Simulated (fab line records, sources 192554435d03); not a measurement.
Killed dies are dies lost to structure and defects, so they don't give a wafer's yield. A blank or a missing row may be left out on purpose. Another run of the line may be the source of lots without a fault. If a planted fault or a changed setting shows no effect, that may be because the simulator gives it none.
Chamber matching / flow n5Finfet / N5_BEOL_M8_PECVD_70 on pecvd-03: 3 sister chambers
The step deposits SiO2 from TEOS/O2, target thk 20 nm, time 22.7 s. 6 wafers are shown with their chamber, then 7 later ones without.

EACH WAFER AND ITS CHAMBER
wafer=L084.3; chamber=1; throttleValvePct (%)=22.5; showerheadPlenumPTorr (Torr)=8.70
wafer=L084.6; chamber=1; throttleValvePct (%)=22.6; showerheadPlenumPTorr (Torr)=8.70
wafer=L089.4; chamber=2; throttleValvePct (%)=20.9; showerheadPlenumPTorr (Torr)=8.77
wafer=L089.5; chamber=0; throttleValvePct (%)=22.0; showerheadPlenumPTorr (Torr)=8.73
wafer=L093.2; chamber=0; throttleValvePct (%)=22.1; showerheadPlenumPTorr (Torr)=8.73
wafer=L093.4; chamber=2; throttleValvePct (%)=21.0; showerheadPlenumPTorr (Torr)=8.78

WAFERS MISSING THEIR CHAMBER
wafer=L093.6; throttleValvePct (%)=21.9; showerheadPlenumPTorr (Torr)=8.73
wafer=L092.1; throttleValvePct (%)=22.6; showerheadPlenumPTorr (Torr)=8.73
wafer=L092.2; throttleValvePct (%)=21.0; showerheadPlenumPTorr (Torr)=8.80
wafer=L092.3; throttleValvePct (%)=21.8; showerheadPlenumPTorr (Torr)=8.72
wafer=L095.1; throttleValvePct (%)=22.4; showerheadPlenumPTorr (Torr)=8.68
wafer=L095.3; throttleValvePct (%)=21.1; showerheadPlenumPTorr (Torr)=8.81
wafer=L095.6; throttleValvePct (%)=22.4; showerheadPlenumPTorr (Torr)=8.67

CHAMBER TAKEN BY EACH
wafer=L093.6; from the rows above=0; in truth=0
wafer=L092.1; from the rows above=can't be placed: 1 or 0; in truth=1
wafer=L092.2; from the rows above=2; in truth=2
wafer=L092.3; from the rows above=0; in truth=0
wafer=L095.1; from the rows above=1; in truth=1
wafer=L095.3; from the rows above=2; in truth=2
wafer=L095.6; from the rows above=1; in truth=1
Correctly placed: 6 of 7. Can't be placed from these rows: 1 (the true chamber is among the candidates in 1). Wrongly placed: 0.
How it was worked out, from the rows above alone: a wafer's distance from a chamber is the root of the sum, over the readings, of the square of ((its reading less the chamber's mean) divided by the reading's scatter). If the next closest chamber is less than 2 further off than the closest, the wafer can't be placed; otherwise it belongs to the closest. The mean given for a chamber averages the wafers shown for that chamber. How the scatter is found: for the shown wafers, subtract from each reading the mean of its chamber, square and add these, divide the total by (wafers less chambers), then take the root.
